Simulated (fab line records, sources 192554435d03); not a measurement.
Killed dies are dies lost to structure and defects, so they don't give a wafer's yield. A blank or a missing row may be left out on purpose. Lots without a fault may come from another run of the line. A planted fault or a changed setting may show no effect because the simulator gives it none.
Chamber matching | flow n5_finfet | N5_PASSIVATION_PECVD_01 on pecvd-04: 3 sister chambers
The step deposits SiNx from SiH4/NH3/N2, target thk 200 nm, time 43.2 s. 6 wafers are shown with their chamber, then 7 later ones without.

WAFERS WITH THEIR CHAMBER
wafer  | chamber | throttle_valve_pct (%) | showerhead_plenum_p_Torr (Torr)
L392.4 | 1       | 28.0                   | 8.69
L393.4 | 0       | 30.0                   | 8.76
L393.5 | 1       | 27.5                   | 8.68
L393.6 | 2       | 30.4                   | 8.61
L394.1 | 2       | 30.7                   | 8.64
L394.4 | 0       | 29.6                   | 8.75

WAFERS WITHOUT THEIR CHAMBER
wafer  | throttle_valve_pct (%) | showerhead_plenum_p_Torr (Torr)
L394.6 | 30.8                   | 8.64
L398.2 | 29.8                   | 8.75
L398.4 | 30.8                   | 8.61
L398.5 | 30.0                   | 8.74
L397.2 | 30.3                   | 8.73
L397.3 | 30.5                   | 8.62
L397.4 | 30.2                   | 8.72

WHICH CHAMBER EACH WENT THROUGH
wafer  | from the rows above | in truth
L394.6 | 2                   | 2
L398.2 | 0                   | 0
L398.4 | 2                   | 2
L398.5 | 0                   | 0
L397.2 | 0                   | 0
L397.3 | 2                   | 2
L397.4 | 0                   | 0
Placed correctly: 7 of 7. Can't be placed from these rows: 0. Placed wrongly: 0.
How it was worked out, from the rows above alone: a wafer's distance from a chamber is the root of the sum, over the readings, of the square of ((its reading less the chamber's mean) divided by the reading's scatter). The wafer belongs to the nearest chamber; if the next one is less than 2 further off, it can't be placed. A chamber's mean is the mean of its shown wafers. The scatter: the root of (the sum of the squares of (reading less its chamber's mean) over the shown wafers, divided by (wafers less chambers)).
